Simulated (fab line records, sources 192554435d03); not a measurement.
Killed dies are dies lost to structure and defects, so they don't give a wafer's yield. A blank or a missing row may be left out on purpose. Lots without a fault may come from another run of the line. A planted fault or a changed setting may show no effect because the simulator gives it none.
Chamber matching | flow n5_finfet | N5_BEOL_M5_STRIP_64 on rie_diel-04: 4 sister chambers
The step strips in CF4. 4 wafers are shown with their chamber, then 9 later ones without.

WAFERS WITH THEIR CHAMBER
wafer  | chamber | showerhead_plenum_p_Torr (Torr)
L078.6 | 3       | 1.71
L084.2 | 2       | 1.83
L084.3 | 0       | 1.84
L084.6 | 1       | 1.75

WAFERS WITHOUT THEIR CHAMBER
wafer  | showerhead_plenum_p_Torr (Torr)
L088.2 | 1.75
L088.3 | 1.84
L088.5 | 1.71
L091.2 | 1.75
L091.4 | 1.84
L091.5 | 1.70
L094.2 | 1.83
L094.3 | 1.74
L094.5 | 1.83

WHICH CHAMBER EACH WENT THROUGH
wafer  | from the rows above | in truth
L088.2 | 1                   | 1
L088.3 | 0                   | 0
L088.5 | 3                   | 3
L091.2 | 1                   | 1
L091.4 | 0                   | 0
L091.5 | 3                   | 3
L094.2 | 2                   | 2
L094.3 | 1                   | 1
L094.5 | 2                   | 2
Placed correctly: 9 of 9. Can't be placed from these rows: 0. Placed wrongly: 0.
How it was worked out, from the rows above alone: a wafer's distance from a chamber is the root of the sum, over the readings, of the square of ((its reading less the chamber's mean) divided by the reading's scatter). The wafer belongs to the nearest chamber; if the next one is less than 2 further off, it can't be placed. A chamber's mean is the mean of its shown wafers. The scatter: with one shown wafer a chamber, the root of the mean of the squares of how far each hidden wafer lies from its nearest shown one.
